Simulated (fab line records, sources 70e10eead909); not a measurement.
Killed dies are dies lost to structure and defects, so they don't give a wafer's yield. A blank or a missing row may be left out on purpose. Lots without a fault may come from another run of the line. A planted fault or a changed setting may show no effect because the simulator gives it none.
fab line records | flow nand_harc
record lots=6 wafers=18 last_day=25
route steps=1159 shown A_ONON_D1@426 END@1159
lots that met no fault: from a run of the same line without faults
start_h: hours from the record's first day to the start of the lot's first wafer shown | wait_h: hours since the lot's step before | " the same as in the row above | L1.1+2: a row that stands for several wafers | - no value, or no start given | * or withheld: withheld | < > ~ a bound
route shown NAME@n: a module of which the file shows steps, and the number in the route of the first | usual: mean/standard deviation of fault-free wafers | same: alike in all rows | chamber/n: place in a boat | sites: the reading at each site | _std_site: their standard deviation | _edge_site: outer sites' mean less inner sites' | radius_mm: how far each site lies from the wafer's centre | mask NAME#n: copy n | behind: the tool/chamber that last shaped the wafer | hold: why the lot was held/for how many hours/how that ended | device: the transistor (n, p or np) that didn't switch | end of line: the same wafers' tests at the end of the route | a step without rows: its recipe alone | killed: dies lost to structure and defects at the first sort, not the wafer's yield | map: a wafer's dies, x killed, . not, _ none there
set.NAME: the setting as run; set.NAME@STEP: as run at that earlier step | model.NAME: the simulator's own value behind a step, which no gauge read
lots at some steps of the route; a table a step, a row a wafer
services: from which hour (start_h, from the record's first day; less than 0 if before it) a tool's chamber was out of use, for how many hours, and why
## steps
# step NHARC_A_ONON_D1_DEP_03
# recipe target_thk_a=10000 n2_flow_sccm=2750 n2o_flow_sccm=2000 nh3_flow_sccm=500 sih4_flow_sccm=210 temp_c=400
# step NHARC_A_ONON_D1_THK_MEAS_05
# recipe thk_meas_gauge=ellipsometry
# usual thk_nm=997/8.4
# columns lot.wafer tool chamber start_h wait_h thk_nm
L711.2 film_metro-01 - 171.42 - 1005
L711.3 " - " " 1004
L711.6 " - " " 1003
L717.3 film_metro-01 - 216.34 - 993
L717.5 " - " " 992
L717.6 " - " " 995
L722.3 film_metro-02 - 228.56 - 989
L722.4 " - " " 991
L722.5 " - " " 989
L720.1 film_metro-02 - 228.56 - 992
L720.2 " - " " 993
L720.6 " - " " 992
L721.2 film_metro-01 - 238.00 - 1001
L721.3 " - " " 1000
L721.5 " - " " 1000
L731.1 film_metro-01 - 289.72 - 993
L731.3 " - " " 994
L731.6 " - " " 992
# step NHARC_A_ONON_D1_DEP_06
# recipe target_thk_a=10000 n2_flow_sccm=2750 n2o_flow_sccm=2000 nh3_flow_sccm=500 sih4_flow_sccm=210 temp_c=400
# step NHARC_A_ONON_D1_THK_MEAS_08
# recipe thk_meas_gauge=ellipsometry
# usual thk_nm=999/12
# columns lot.wafer tool chamber start_h wait_h thk_nm
L711.2 film_metro-01 - 171.99 - 998
L711.3 " - " " 998
L711.6 " - " " 998
L717.3 film_metro-02 - 216.91 - 1003
L717.5 " - " " 1004
L717.6 " - " " 1005
L722.3 film_metro-02 - 229.12 - 984
L722.4 " - " " 984
L722.5 " - " " 982
L720.1 film_metro-01 - 229.13 - 1017
L720.2 " - " " 1015
L720.6 " - " " 1016
L721.2 film_metro-01 - 238.57 - 1010
L721.3 " - " " 1010
L721.5 " - " " 1009
L731.1 film_metro-01 - 290.29 - 983
L731.3 " - " " 985
L731.6 " - " " 983
# step NHARC_A_ONON_D1_DEP_09
# recipe target_thk_a=10000 n2_flow_sccm=2750 n2o_flow_sccm=2000 nh3_flow_sccm=500 sih4_flow_sccm=210 temp_c=400
# step NHARC_A_ONON_D1_THK_MEAS_11
# recipe thk_meas_gauge=ellipsometry
# usual thk_nm=998/9.7
# columns lot.wafer tool chamber start_h wait_h thk_nm
L711.2 film_metro-01 - 172.56 - 993
L711.3 " - " " 992
L711.6 " - " " 993
L717.3 film_metro-01 - 217.49 - 999
L717.5 " - " " 998
L717.6 " - " " 998
L722.3 film_metro-01 - 229.69 - 1003
L722.4 " - " " 1003
L722.5 " - " " 1002
L720.1 film_metro-02 - 229.69 - 1008
L720.2 " - " " 1007
L720.6 " - " " 1008
L721.2 film_metro-02 - 239.14 - 1007
L721.3 " - " " 1007
L721.5 " - " " 1007
L731.1 film_metro-02 - 290.86 - 997
L731.3 " - " " 998
L731.6 " - " " 999
# step NHARC_A_ONON_D1_DEP_12
# recipe target_thk_a=10000 n2_flow_sccm=2750 n2o_flow_sccm=2000 nh3_flow_sccm=500 sih4_flow_sccm=210 temp_c=400
# step NHARC_A_ONON_D1_THK_MEAS_14
# recipe thk_meas_gauge=ellipsometry
# usual thk_nm=1002/11
# columns lot.wafer tool chamber start_h wait_h thk_nm
L711.2 film_metro-01 - 173.13 - 1005
L711.3 " - " " 1005
L711.6 " - " " 1005
L717.3 film_metro-02 - 218.06 - 1010
L717.5 " - " " 1011
L717.6 " - " " 1011
L722.3 film_metro-01 - 230.25 - 1029
L722.4 " - " " 1028
L722.5 " - " " 1027
L720.1 film_metro-02 - 230.26 - 994
L720.2 " - " " 993
L720.6 " - " " 992
L721.2 film_metro-01 - 239.77 - 1009
L721.3 " - " " 1010
L721.5 " - " " 1010
L731.1 film_metro-02 - 291.42 - 1000
L731.3 " - " " 1001
L731.6 " - " " 1002
# step NHARC_A_ONON_D1_ANNEAL_15
# recipe temp_c=750 time_s=3600
# step NHARC_A_ONON_D1_DEP_16
# recipe target_thk_a=10000 n2_flow_sccm=2750 n2o_flow_sccm=2000 nh3_flow_sccm=500 sih4_flow_sccm=210 temp_c=400
# step NHARC_A_ONON_D1_THK_MEAS_18
# recipe thk_meas_gauge=ellipsometry
# usual thk_nm=1000/10
# columns lot.wafer tool chamber start_h wait_h thk_nm
L711.2 film_metro-01 - 181.50 - 1004
L711.3 " - " " 1004
L711.6 " - " " 1004
L717.3 film_metro-01 - 225.20 - 1002
L717.5 " - " " 1001
L717.6 " - " " 1002
L720.1 film_metro-01 - 237.67 - 996
L720.2 " - " " 995
L720.6 " - " " 993
L722.3 film_metro-02 - 237.70 - 1017
L722.4 " - " " 1015
L722.5 " - " " 1017
L721.2 film_metro-02 - 248.00 - 1019
L721.3 " - " " 1019
L721.5 " - " " 1019
L731.1 film_metro-02 - 298.55 - 993
L731.3 " - " " 991
L731.6 " - " " 990
# step NHARC_A_ONON_D1_DEP_19
# recipe target_thk_a=10000 n2_flow_sccm=2750 n2o_flow_sccm=2000 nh3_flow_sccm=500 sih4_flow_sccm=210 temp_c=400
# columns lot.wafer tool chamber start_h wait_h
L711.2+3+6 pecvd_onon-02 0 181.61 0.1
L717.3+5+6 pecvd_onon-02 0 225.37 0.2
L720.1+2+6 pecvd_onon-02 0 237.84 0.2
L722.3+4+5 pecvd_onon-03 0 237.97 0.3
L721.2+3+5 pecvd_onon-03 0 248.11 0.1
L731.1+3+6 pecvd_onon-03 0 298.60 0.1
# step NHARC_A_ONON_D1_THK_MEAS_21
# recipe thk_meas_gauge=ellipsometry
# usual thk_nm=997/9.9
# columns lot.wafer tool chamber start_h wait_h thk_nm
L711.2 film_metro-02 - 182.09 - 1005
L711.3 " - " " 1002
L711.6 " - " " 1003
L717.3 film_metro-02 - 225.77 - 1504
L717.5 " - " " 1504
L717.6 " - " " 1502
L720.1 film_metro-02 - 238.35 - 1500
L720.2 " - " " 1500
L720.6 " - " " 1501
L722.3 film_metro-01 - 238.36 - 981
L722.4 " - " " 981
L722.5 " - " " 981
L721.2 film_metro-01 - 248.56 - 996
L721.3 " - " " 996
L721.5 " - " " 996
L731.1 film_metro-02 - 299.11 - 988
L731.3 " - " " 985
L731.6 " - " " 987
# step NHARC_A_ONON_D1_DEP_22
# recipe target_thk_a=10000 n2_flow_sccm=2750 n2o_flow_sccm=2000 nh3_flow_sccm=500 sih4_flow_sccm=210 temp_c=400
# step NHARC_END_SORT_01
# recipe temp_c=25
# usual killed_at_array=26/11 killed_at_other=0.4/0.78 killed_at_periphery=3.4/2.4 killed_dies=29/11 killed_open=3.1/1.9 killed_short=1.9/1.4
# same gross_dies=677
# columns lot.wafer tool chamber start_h wait_h killed_at_array killed_at_other killed_at_periphery killed_dies killed_open killed_short
L720.1 prober-01 0 536.59 2.5 676 0 1 677 5 4
L720.2 prober-01 0 537.39 2.8 676 0 1 677 4 1
L720.6 prober-01 0 540.61 4.0 675 1 1 677 5 1
L717.3 prober-02 0 554.00 3.1 674 0 3 677 6 2
L717.5 prober-02 0 555.57 3.7 675 0 2 677 4 2
L717.6 prober-02 0 556.36 3.9 674 1 2 677 4 4
# killed by level:class
L720.1 A_ONON_D1:area_dep=653 A_SLIT:chamber_film_flake=8 A_CONTACT:chamber_film_flake=5 P_M0:geometric_particle:open=1 A_ONON_D1:geometric_particle:open=1 A_CHANNEL_FILL_D1:geometric_particle:open=1 A_CHANNEL_FILL_D1:geometric_particle:short=1 A_WL_FILL:geometric_particle:short=1
L720.2 A_ONON_D1:area_dep=651 A_SLIT:chamber_film_flake=9 A_CONTACT:chamber_film_flake=7 A_CHANNEL_HOLE_D1:chamber_film_flake=4 A_CONTACT:geometric_particle:open=2 P_CONTACT:geometric_particle:open=1 A_SOURCE_PLATE:geometric_particle:short=1 A_STAIRCASE:geometric_particle:open=1
L720.6 A_ONON_D1:area_dep=658 A_SLIT:chamber_film_flake=5 A_CONTACT:geometric_particle:open=3 A_CHANNEL_HOLE_D1:chamber_film_flake=3 A_CONTACT:chamber_film_flake=3 A_STAIRCASE:chamber_film_flake=2 P_M0:geometric_particle:open=1 A_BLC:geometric_particle:open=1
L717.3 A_ONON_D1:area_dep=636 A_CHANNEL_HOLE_D1:chamber_film_flake=18 A_SLIT:chamber_film_flake=6 A_STAIRCASE:chamber_film_flake=4 A_CONTACT:geometric_particle:open=2 A_WL_FILL:chamber_film_flake=2 A_CONTACT:chamber_film_flake=2 P_GATE:geometric_particle:short=1
L717.5 A_ONON_D1:area_dep=636 A_CHANNEL_HOLE_D1:chamber_film_flake=19 A_SLIT:chamber_film_flake=12 A_CONTACT:chamber_film_flake=2 P_GATE:geometric_particle:open=1 P_M1:geometric_particle:open=1 A_WL_FILL:geometric_particle:short=1 A_BLC:geometric_particle:open=1
L717.6 A_ONON_D1:area_dep=633 A_CHANNEL_HOLE_D1:chamber_film_flake=18 A_SLIT:chamber_film_flake=8 A_STAIRCASE:chamber_film_flake=4 A_CHANNEL_FILL_D1:geometric_particle:open=2 A_WL_FILL:geometric_particle:short=2 A_CONTACT:chamber_film_flake=2 A_CHANNEL_FILL_D1:geometric_particle:short=1
# map L717.3 (x killed, . not)
____________x____________
_________xxxxxxx_________
_______xxxxxxxxxxx_______
______xxxxxxxxxxxxx______
_____xxxxxxxxxxxxxxx_____
____xxxxxxxxxxxxxxxxx____
____xxxxxxxxxxxxxxxxx____
___xxxxxxxxxxxxxxxxxxx___
___xxxxxxxxxxxxxxxxxxx___
__xxxxxxxxxxxxxxxxxxxxx__
__xxxxxxxxxxxxxxxxxxxxx__
_xxxxxxxxxxxxxxxxxxxxxxx_
_xxxxxxxxxxxxxxxxxxxxxxx_
_xxxxxxxxxxxxxxxxxxxxxxx_
_xxxxxxxxxxxxxxxxxxxxxxx_
_xxxxxxxxxxxxxxxxxxxxxxx_
xxxxxxxxxxxxxxxxxxxxxxxxx
xxxxxxxxxxxxxxxxxxxxxxxxx
xxxxxxxxxxxxxxxxxxxxxxxxx
xxxxxxxxxxxxxxxxxxxxxxxxx
xxxxxxxxxxxxxxxxxxxxxxxxx
_xxxxxxxxxxxxxxxxxxxxxxx_
_xxxxxxxxxxxxxxxxxxxxxxx_
_xxxxxxxxxxxxxxxxxxxxxxx_
_xxxxxxxxxxxxxxxxxxxxxxx_
_xxxxxxxxxxxxxxxxxxxxxxx_
__xxxxxxxxxxxxxxxxxxxxx__
__xxxxxxxxxxxxxxxxxxxxx__
___xxxxxxxxxxxxxxxxxxx___
___xxxxxxxxxxxxxxxxxxx___
____xxxxxxxxxxxxxxxxx____
____xxxxxxxxxxxxxxxxx____
_____xxxxxxxxxxxxxxx_____
______xxxxxxxxxxxxx______
_______xxxxxxxxxxx_______
_________xxxxxxx_________
____________x____________
# map L720.1 (x killed, . not)
____________x____________
_________xxxxxxx_________
_______xxxxxxxxxxx_______
______xxxxxxxxxxxxx______
_____xxxxxxxxxxxxxxx_____
____xxxxxxxxxxxxxxxxx____
____xxxxxxxxxxxxxxxxx____
___xxxxxxxxxxxxxxxxxxx___
___xxxxxxxxxxxxxxxxxxx___
__xxxxxxxxxxxxxxxxxxxxx__
__xxxxxxxxxxxxxxxxxxxxx__
_xxxxxxxxxxxxxxxxxxxxxxx_
_xxxxxxxxxxxxxxxxxxxxxxx_
_xxxxxxxxxxxxxxxxxxxxxxx_
_xxxxxxxxxxxxxxxxxxxxxxx_
_xxxxxxxxxxxxxxxxxxxxxxx_
xxxxxxxxxxxxxxxxxxxxxxxxx
xxxxxxxxxxxxxxxxxxxxxxxxx
xxxxxxxxxxxxxxxxxxxxxxxxx
xxxxxxxxxxxxxxxxxxxxxxxxx
xxxxxxxxxxxxxxxxxxxxxxxxx
_xxxxxxxxxxxxxxxxxxxxxxx_
_xxxxxxxxxxxxxxxxxxxxxxx_
_xxxxxxxxxxxxxxxxxxxxxxx_
_xxxxxxxxxxxxxxxxxxxxxxx_
_xxxxxxxxxxxxxxxxxxxxxxx_
__xxxxxxxxxxxxxxxxxxxxx__
__xxxxxxxxxxxxxxxxxxxxx__
___xxxxxxxxxxxxxxxxxxx___
___xxxxxxxxxxxxxxxxxxx___
____xxxxxxxxxxxxxxxxx____
____xxxxxxxxxxxxxxxxx____
_____xxxxxxxxxxxxxxx_____
______xxxxxxxxxxxxx______
_______xxxxxxxxxxx_______
_________xxxxxxx_________
____________x____________
## services
# columns tool chamber start_h hours kind
pecvd_onon-02 - 292.00 13.0 pm
## key
first_sign step=NHARC_A_ONON_D1_THK_MEAS_21 reading=thk_nm direction=up sigmas=51 usual=997 struck=1502
effect step=NHARC_END_SORT_01 reading=killed_at_array direction=up sigmas=61 usual=26 struck=675
more_kills_born_at NHARC_A_ONON_D1_DEP_19@pecvd_onon-02=3867
met_at NHARC_A_ONON_D1_DEP_19
struck_wafers L717.3,L717.5,L717.6,L720.1,L720.2,L720.6
later_rows_left_out L717.3,L717.5,L717.6,L720.1,L720.2,L720.6
tester_left_out L717,L720
onset_between 181.61 225.37
fault kind=process_parameter_drift tool=pecvd_onon-02 chamber=- onset_h=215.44 steps=NHARC_A_ONON_D1_DEP_19 channel=target_thk_a offset=* shape=step end_h=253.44 acts_in=* stated=*
# tester_left_out: of these lots the tester's yield and bins aren't shown, on N5 and GAA mostly nor the transistor test; their killed dies are dies lost to structure and defects alone, not to doping, threshold or leakage, so they don't give the yield
# later_rows_left_out: the simulator's readings of these wafers behind a module that went badly wrong aren't trusted and aren't shown, but for the sort
